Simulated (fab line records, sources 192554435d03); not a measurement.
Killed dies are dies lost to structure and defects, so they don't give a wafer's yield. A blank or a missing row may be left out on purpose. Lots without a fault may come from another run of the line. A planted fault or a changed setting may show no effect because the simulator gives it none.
fab line records | flow n5_finfet | part 2 of 2: steps 22 to 29 of 29
record lots=5 wafers=15 last_day=17
route steps=1938 shown BEOL_M15@1789
lots that met no fault: from a run of the same line without faults
start_h: hours from the record's first day to the start of the lot's first wafer shown | wait_h: hours since the lot's step before | " the same as in the row above | L1.1+2: a row that stands for several wafers | - no value, or no start given | * or withheld: withheld | < > ~ a bound
route shown NAME@n: a module of which the file shows steps, and the number in the route of the first | usual: mean/standard deviation of fault-free wafers | same: alike in all rows | chamber/n: place in a boat | sites: the reading at each site | _std_site: their standard deviation | _edge_site: outer sites' mean less inner sites' | radius_mm: how far each site lies from the wafer's centre | mask NAME#n: copy n | behind: the tool/chamber that last shaped the wafer | hold: why the lot was held/for how many hours/how that ended | device: the transistor (n, p or np) that didn't switch | end of line: the same wafers' tests at the end of the route | a step without rows: its recipe alone | killed: dies lost to structure and defects at the first sort, not the wafer's yield | map: a wafer's dies, x killed, . not, _ none there
set.NAME: the setting as run; set.NAME@STEP: as run at that earlier step | model.NAME: the simulator's own value behind a step, which no gauge read
lots at some steps of the route; a table a step, a row a wafer
services: from which hour (start_h, from the record's first day; less than 0 if before it) a tool's chamber was out of use, for how many hours, and why
## steps
# step N5_BEOL_M15_STRIP_36
# recipe chemistry=O2 power_w=600 temp_c=60 pressure_mtorr=30 rf_frequency_hz=6e+07 bias_power_w=0 overash_fraction=0.3 o2_flow_sccm=225
# usual drypump_motor_current_A=5.6/0.47 oes_product_au=0.80/0.093 rf_vpp_V=3.6/0.99 showerhead_plenum_p_Torr=2.11/0.071 throttle_valve_pct=16.65/0.22
# same overash_fraction=0.3
# columns lot.wafer tool chamber start_h wait_h drypump_motor_current_A oes_product_au rf_hours_counter_h rf_vpp_V showerhead_plenum_p_Torr throttle_valve_pct
L075.3 rie_diel-03 0 272.80 0.4 5.6 0.77 129 3.6 2.11 16.67
L075.5 " 2 " " 4.8 0.90 - 5.2 2.14 16.50
L075.6 " 1 " " 5.4 0.77 - 2.7 2.10 16.55
L080.1 rie_diel-02 0 291.65 0.5 5.9 0.88 56 3.1 2.21 16.18
L080.3 " 1 " " 5.4 0.85 60 1.8 2.14 16.48
L080.4 " 1 " " 5.4 0.85 - 4.1 2.14 16.48
L088.2 rie_diel-02 0 327.30 0.6 5.9 0.86 70 2.0 2.21 16.19
L088.5 " 0 " " 5.9 0.85 - 3.5 2.21 16.18
L088.6 " 3 " " 5.8 0.70 - 3.3 2.17 16.85
L093.3 rie_diel-05 3 375.57 0.8 5.5 0.69 236 3.3 1.98 16.91
L093.5 " 2 " " 6.4 0.89 - 4.5 2.24 16.69
L093.6 " 3 " " 5.5 0.70 - 3.0 1.98 16.91
L096.1 rie_diel-03 3 383.61 1.9 5.3 0.94 8 4.3 2.05 16.29
L096.3 " 1 " " 5.4 0.75 176 4.8 2.08 16.61
L096.5 " 0 " " 5.5 0.75 - 2.9 2.10 16.73
# step N5_BEOL_M15_STRIP_62
# recipe chemistry=O2 power_w=600 temp_c=60 pressure_mtorr=30 rf_frequency_hz=6e+07 bias_power_w=0 overash_fraction=0.3 o2_flow_sccm=225
# usual drypump_motor_current_A=5.6/0.47 oes_product_au=0.80/0.093 rf_vpp_V=3.6/0.52 showerhead_plenum_p_Torr=2.11/0.071 throttle_valve_pct=16.65/0.22
# same overash_fraction=0.3
# columns lot.wafer tool chamber start_h wait_h drypump_motor_current_A oes_product_au rf_hours_counter_h rf_vpp_V showerhead_plenum_p_Torr throttle_valve_pct
L075.3 rie_diel-03 0 - - 5.5 0.78 129 4.2 2.11 16.67
L075.5 " 2 " " 4.8 0.90 - 3.1 2.14 16.55
L075.6 " 1 " " 5.4 0.79 - 5.0 2.10 16.57
L080.1 rie_diel-02 0 - - 5.9 0.88 56 3.0 2.21 16.17
L080.3 " 1 " " 5.4 0.85 60 3.5 2.14 16.48
L080.4 " 1 " " 5.4 0.84 - 3.5 2.14 16.48
L088.2 rie_diel-02 0 - - 5.9 0.85 70 4.2 2.21 16.18
L088.5 " 0 " " 5.9 0.87 - 3.7 2.21 16.19
L088.6 " 3 " " 5.8 0.71 - 3.5 2.17 16.79
L093.3 rie_diel-05 3 - - 5.5 0.69 236 3.7 1.98 16.92
L093.5 " 2 " " 6.3 0.89 - 4.2 2.24 16.67
L093.6 " 3 " " 5.5 0.69 - 3.5 1.98 16.92
L096.1 rie_diel-03 3 - - 5.4 0.95 8 3.8 2.05 16.29
L096.3 " 1 " " 5.5 0.74 176 3.9 2.08 16.63
L096.5 " 0 " " 5.5 0.75 - 3.2 2.10 16.71
# step N5_BEOL_M15_STRIP_37
# recipe chemistry=O2 power_w=600 temp_c=60 pressure_mtorr=30 rf_frequency_hz=6e+07 bias_power_w=0 overash_fraction=0.3 o2_flow_sccm=225
# usual drypump_motor_current_A=5.6/0.47 oes_product_au=0.80/0.094 rf_vpp_V=3.8/0.65 showerhead_plenum_p_Torr=2.11/0.071 throttle_valve_pct=16.65/0.22
# same overash_fraction=0.3
# columns lot.wafer tool chamber start_h wait_h drypump_motor_current_A oes_product_au rf_hours_counter_h rf_vpp_V showerhead_plenum_p_Torr throttle_valve_pct
L075.3 rie_diel-03 0 - - 5.5 0.79 129 2.6 2.11 16.65
L075.5 " 2 " " 4.8 0.91 - 3.7 2.14 16.55
L075.6 " 1 " " 5.5 0.79 - 3.5 2.10 16.55
L080.1 rie_diel-02 0 - - 5.9 0.88 56 4.0 2.21 16.18
L080.3 " 1 " " 5.4 0.83 60 3.3 2.14 16.46
L080.4 " 1 " " 5.4 0.84 - 4.1 2.14 16.47
L088.2 rie_diel-02 0 - - 5.9 0.86 70 4.1 2.21 16.22
L088.5 " 0 " " 5.9 0.86 - 3.8 2.21 16.21
L088.6 " 3 " " 5.8 0.71 - 3.9 2.17 16.82
L093.3 rie_diel-05 3 - - 5.5 0.70 236 2.9 1.98 16.93
L093.5 " 2 " " 6.3 0.90 - 4.1 2.24 16.68
L093.6 " 3 " " 5.5 0.70 - 4.1 1.98 16.93
L096.1 rie_diel-03 3 - - 5.4 0.97 8 3.6 2.05 16.31
L096.3 " 1 " " 5.4 0.76 176 4.0 2.08 16.65
L096.5 " 0 " " 5.5 0.75 - 3.9 2.10 16.74
# step N5_BEOL_M15_ETCH_38
# recipe chemistry=CF4/N2 target=SiCN target_depth_a=1064 taper_deg=2 time_s=120.5 ion_energy_ev=150 mask_material=SiO2 pressure_mtorr=40 source_w=430 bias_w=70 Ar_flow_sccm=100 cf4_flow_sccm=60 n2_flow_sccm=60
# usual drypump_motor_current_A=5.6/0.47 oes_product_au=0.80/0.092 rf_vpp_V=382.5/1.9 showerhead_plenum_p_Torr=2.22/0.069 throttle_valve_pct=15.41/0.22
# columns lot.wafer tool chamber start_h wait_h drypump_motor_current_A oes_product_au rf_hours_counter_h rf_vpp_V showerhead_plenum_p_Torr throttle_valve_pct
L075.3 rie_diel-03 0 - - 5.5 0.78 129 382.3 2.21 15.36
L075.5 " 2 " " 4.9 0.90 - 382.6 2.25 15.32
L075.6 " 1 " " 5.4 0.78 - 382.7 2.21 15.34
L080.1 rie_diel-02 0 - - 5.9 0.86 56 385.8 2.32 14.95
L080.3 " 1 " " 5.4 0.82 60 383.7 2.23 15.16
L080.4 " 1 " " 5.4 0.82 - 381.6 2.23 15.17
L088.2 rie_diel-02 0 - - 5.9 0.85 70 385.7 2.32 14.98
L088.5 " 0 " " 5.9 0.85 - 385.3 2.32 15.00
L088.6 " 3 " " 5.8 0.70 - 382.4 2.28 15.57
L093.3 rie_diel-05 3 - - 5.5 0.70 236 378.7 2.09 15.73
L093.5 " 2 " " 6.4 0.90 - 385.4 2.34 15.35
L093.6 " 3 " " 5.5 0.70 - 377.6 2.09 15.74
L096.1 rie_diel-03 3 - - 5.3 0.96 8 380.4 2.17 15.11
L096.3 " 1 " " 5.4 0.75 176 382.6 2.20 15.43
L096.5 " 0 " " 5.5 0.75 - 381.4 2.20 15.42
# step N5_BEOL_M15_PRECLEAN_39
# recipe chemistry=residue_remover time_s=60 temp_c=40
# columns lot.wafer tool chamber start_h wait_h
L075.3+5+6 wet_bench-04 6,0,5 273.08 -
L080.1+3+4 wet_bench-06 0,1,4 291.93 -
L088.2+5+6 wet_bench-06 4,0,3 327.58 -
L093.3+5+6 wet_bench-06 7,0,4 375.84 -
L096.1+3+5 wet_bench-02 7,3,2 383.89 -
# step N5_BEOL_M15_SRD_40
# recipe time_s=30 temp_c=23 rinse_liquid=diw dry=n2_spin spin_rpm=1500 dry_time_s=30
# columns lot.wafer tool chamber start_h wait_h
L075.3+5+6 wet_bench-04 6,0,5 273.09 0.0
L080.1+3+4 wet_bench-06 0,1,4 291.94 0.0
L088.2+5+6 wet_bench-06 4,0,3 327.60 0.0
L093.3+5+6 wet_bench-06 7,0,4 375.86 0.0
L096.1+3+5 wet_bench-02 7,3,2 383.91 0.0
# step N5_BEOL_M15_DEGAS_41
# recipe ambient=vacuum temp_c=300 time_s=60
# usual heater_power_w=488/71
# columns lot.wafer tool chamber start_h wait_h heater_power_w
L075.3 pvd_sputter-02 - 273.42 0.3 430
L075.5 " - " " 500
L075.6 " - " " 435
L080.1 pvd_sputter-01 - 292.12 0.2 408
L080.3 " - " " 526
L080.4 " - " " 456
L088.2 pvd_sputter-03 - 327.82 0.2 642
L088.5 " - " " 409
L088.6 " - " " 650
L093.3 pvd_sputter-01 - 376.66 0.8 483
L093.5 " - " " 422
L093.6 " - " " 496
L096.1 pvd_sputter-02 - 384.27 0.4 425
L096.3 " - " " 490
L096.5 " - " " 475
# step N5_BEOL_M15_PRE_CLEAN_42
# recipe gas=H2/He time_s=30 temp_c=300
# usual heater_power_w=487/69
# columns lot.wafer tool chamber start_h wait_h heater_power_w
L075.3 pvd_sputter-02 - 273.46 0.0 438
L075.5 " - " " 494
L075.6 " - " " 422
L080.1 pvd_sputter-01 - 292.16 0.0 410
L080.3 " - " " 522
L080.4 " - " " 456
L088.2 pvd_sputter-03 - 327.86 0.0 636
L088.5 " - " " 412
L088.6 " - " " 642
L093.3 pvd_sputter-01 - 376.70 0.0 474
L093.5 " - " " 410
L093.6 " - " " 484
L096.1 pvd_sputter-02 - 384.31 0.0 428
L096.3 " - " " 501
L096.5 " - " " 491
## services
# columns tool chamber start_h hours kind
krf_scanner-02 - 248.54 0.8 pm
rie_diel-05 - 253.86 0.2 repair
krf_scanner-01 - 265.21 1.0 pm
rie_diel-02 3 290.29 7.6 repair
krf_scanner-01 - 296.26 4.4 pm
krf_scanner-02 - 296.57 0.8 repair
rie_diel-02 1 297.44 11.5 repair
krf_scanner-01 - 304.78 1.3 pm
krf_scanner-02 - 311.40 1.3 pm
rie_diel-03 0 312.23 12.7 repair
wet_bench-04 - 324.17 5.3 repair
krf_scanner-01 - 345.79 1.6 repair
pvd_sputter-02 - 346.69 2.1 repair
rie_diel-03 3 348.85 - clean
rie_diel-03 3 348.85 - consumable_replace:focus_ring
rie_diel-03 3 348.85 13.8 scheduled_down
rie_diel-03 3 348.85 13.8 vent_cycle
pvd_sputter-03 - 357.26 3.2 repair
pvd_sputter-03 - 361.68 0.8 repair
rie_diel-05 1 367.43 4.6 repair
krf_scanner-01 - 370.66 0.8 pm
krf_scanner-01 - 375.14 0.2 repair
krf_scanner-01 - 376.19 3.6 pm
krf_scanner-02 - 379.74 1.0 pm
